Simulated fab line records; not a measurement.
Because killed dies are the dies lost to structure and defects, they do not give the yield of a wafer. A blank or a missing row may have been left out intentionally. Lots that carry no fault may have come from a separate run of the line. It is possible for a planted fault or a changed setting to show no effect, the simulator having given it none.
Comparing a struck lot with a sound one	flow n5-finfet	39 steps out of a route of 1938
Sound: wafers L306.2, L306.5, L306.6. The struck wafers were L290.2, L290.4, L290.5. The cause is named last.
Each step with rows lists, per side, the tool, then ch with its chambers, then its first start. Under that, the readings that differ: sound wafers	struck wafers	difference of the means	sigmas: that difference in standard deviations of wafers without a fault.
alike: readings whose means differ by less than 2 such deviations, and words and numbers that are the same on both sides. not compared: withheld readings, readings that some wafer has no value for, bounds like >300 that may hide the same value, and numbers for which the record gives no deviation and whose values overlap.
Wherever a step has rows on one side only, a row that says differs or no value, or a row with sigmas, the two part there. Numbers that don't overlap but have no deviation are shown without sigmas and don't part them. A reading that every wafer of one side lacks parts them only if that side has two wafers or more.

first, 9 steps without rows for these wafers: N5_STI_FIN_REVEAL_SRD_21 (time 30 s); N5_STI_FIN_REVEAL_OXIDATION_33 (chemistry O2 PLASMA REMOTE, time 20 s); N5_STI_FIN_REVEAL_CLEAN_19 (cleans in O3/DIW, time 120 s); N5_STI_FIN_REVEAL_SRD_23 (time 30 s); N5_STI_FIN_REVEAL_PRECLEAN_18 (cleans in SC2, time 45 s); N5_STI_FIN_REVEAL_SRD_28 (time 30 s); N5_DUMMY_GATE_PRECLEAN_00 (cleans in O3/DIW, time 60 s); N5_DUMMY_GATE_SRD_01 (time 30 s); N5_DUMMY_GATE_ALD_02 (deposits SiO2, target thk 2 nm, pulse time 1 s).
N5_DUMMY_GATE_CVD_03: deposits a-Si from SiH4, target thk 150 nm, time 8042 s.
  sound on lpcvd-01 ch 1/45,1/59,1/64, day 7 19:32; struck on lpcvd-01 ch 0/70,0/79,0/84, day 3 20:03
  no value came back on the struck wafers for spike-tc-bottom-C (C), spike-tc-centre-C (C), zone-power-bottom-pct (%); on the sound wafers spike-tc-bottom-C (C) reads 558.2 558.2 558.2
then, 3 steps without rows for these wafers: N5_DUMMY_GATE_PRECLEAN_46 (cleans in DIW, time 89.5 s); N5_DUMMY_GATE_SRD_47 (dry time 32 s); N5_DUMMY_GATE_CMP_04 (polishes a-Si).
N5_DUMMY_GATE_THK_MEAS_05:
  struck on film-metro-02, day 4 01:52; sound on film-metro-01, day 7 23:32
reading	sound	struck	difference	sigmas
thk-nm (nm)	72.9 71.9 73.8	2.0 1.9 2.0	-70.9	-59
then, 21 steps without rows for these wafers: N5_DUMMY_GATE_HM_DEP_06 (deposits SiNx from DCS/NH3, target thk 80 nm, time 5141 s); N5_DUMMY_GATE_PECVD_30 (deposits SiO2 from TEOS/O2, target thk 55 nm, time 10.8 s); N5_DUMMY_GATE_COAT_34 (time 60 s, resist thk 60 nm); N5_DUMMY_GATE_COAT_35 (time 60 s, resist thk 10 nm); N5_DUMMY_GATE_COAT_28 (time 60 s, resist thk 10 nm); N5_DUMMY_GATE_COAT_09 (resist thk 30 nm); N5_DUMMY_GATE_EBR_11; N5_DUMMY_GATE_SOFTBAKE_10 (time 60 s); N5_DUMMY_GATE_EXPOSE_12 (exposes mask GATE, target cd 25 nm); N5_DUMMY_GATE_PEB_13 (peb time 60 s); N5_DUMMY_GATE_DEVELOP_14 (develop time 30 s); N5_DUMMY_GATE_DESCUM_20 (chemistry O2, time 6.2 s); N5_DUMMY_GATE_ETCH_29 (etches underlayer in N2/H2, target depth 13 nm); N5_DUMMY_GATE_ETCH_36 (etches SiARC in CF4, target depth 13 nm); N5_DUMMY_GATE_ETCH_37 (etches SOC in N2/H2, target depth 60 nm, overetch 30 nm); N5_DUMMY_GATE_STRIP_38 (strips in N2/H2); N5_DUMMY_GATE_STRIP_39 (strips in N2/H2); N5_DUMMY_GATE_TRIM_49 (chemistry O2, time 29 s, target cd 14 nm); N5_DUMMY_GATE_STRIP_40 (strips in CF4); N5_DUMMY_GATE_ETCH_31 (etches SiO2 in C4F6/O2, target depth 82.5 nm, time 27.5 s); N5_DUMMY_GATE_STRIP_41 (strips in O2).
N5_DUMMY_GATE_ETCH_44: etches poly-Si in HBr/O2, stops on SiO2, target depth 127.5 nm.
  sound on rie-si-02 ch 0,2,3, day 8 04:53; struck on rie-si-01 ch 0,1, day 4 07:35
reading	sound	struck	difference	sigmas
model.DUMMY_GATE.feature-depth-nm (nm)	72.8 71.8 73.8	75 76.4 75.2	+3	
model.etch.depth-nm (nm)	72.83 71.86 73.77	74.01 75.28 74.25	+1.69	
  alike: drypump-motor-current-A, oes-product-au, throttle-valve-pct
  not compared: rf-hours-counter-h
N5_DUMMY_GATE_CD_MEAS_24 targets a cd of 15 nm.
  struck on cd-sem-02, day 4 07:41; sound on cd-sem-02, day 8 05:00
reading	sound	struck	difference	sigmas
cd-nm (nm)	14.9 14.4 15.5	- - -	no value on the struck wafers	
N5_BEOL_M4_RC_MEAS_101:
  the record has rows for the sound wafers here (prober-01 ch 0, day 13 03:39) and none for the struck ones
-- record jumps: 10 days separate the struck wafers' starts on either side; left off in module BEOL_M4, taken up again in module PASSIVATION, whose first shown step is the route's number 1936 --
N5_PASSIVATION_PROBE_49:
  struck on prober-01, day 13 21:32; sound on prober-01, day 17 11:07
reading	sound	struck	difference	sigmas
defect-limited-yield (%)	91.5 92.4 88.1	0 0 0	-91	-60
killed_at_M0_to_M3	21 18 49	12 8 2	-22	-2
killed_at_M4_up	9 20 17	1 0 0	-15	-2
killed-at-contacts	23 18 13	3 0 2	-16	-3
killed-at-front-end	45 34 60	1162 1172 1174	+1123	+99 or more
killed-dies	100 90 140	1180 1180 1180	+1070	+59
killed-on-rim	13 6 12	152 152 152	+142	+40
killed-open	68 59 88	15 8 5	-62	-5
killed-short	31 29 47	6 3 4	-31	-4
sort_bin_5_function (%)	4.8 4.3 7.2	73.6 73.0 73.8	+68.0	+70
sort-n-pass	1080 1090 1040	0 0 0	-1070	-56
sort-yield-pct (%)	91.5 92.4 88.1	0 0 0	-91	-57
  alike: killed-at-other, sort_bin_4_leakage, sort_bin_6_memory

== WHERE THEY PART ==
First at N5_DUMMY_GATE_CVD_03; last, within this record, at N5_PASSIVATION_PROBE_49.

WHY: whatever the simulator had introduced
Beginning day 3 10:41, the whole step at N5_DUMMY_GATE_CVD_03 was skipped on lpcvd-01. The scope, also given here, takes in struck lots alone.
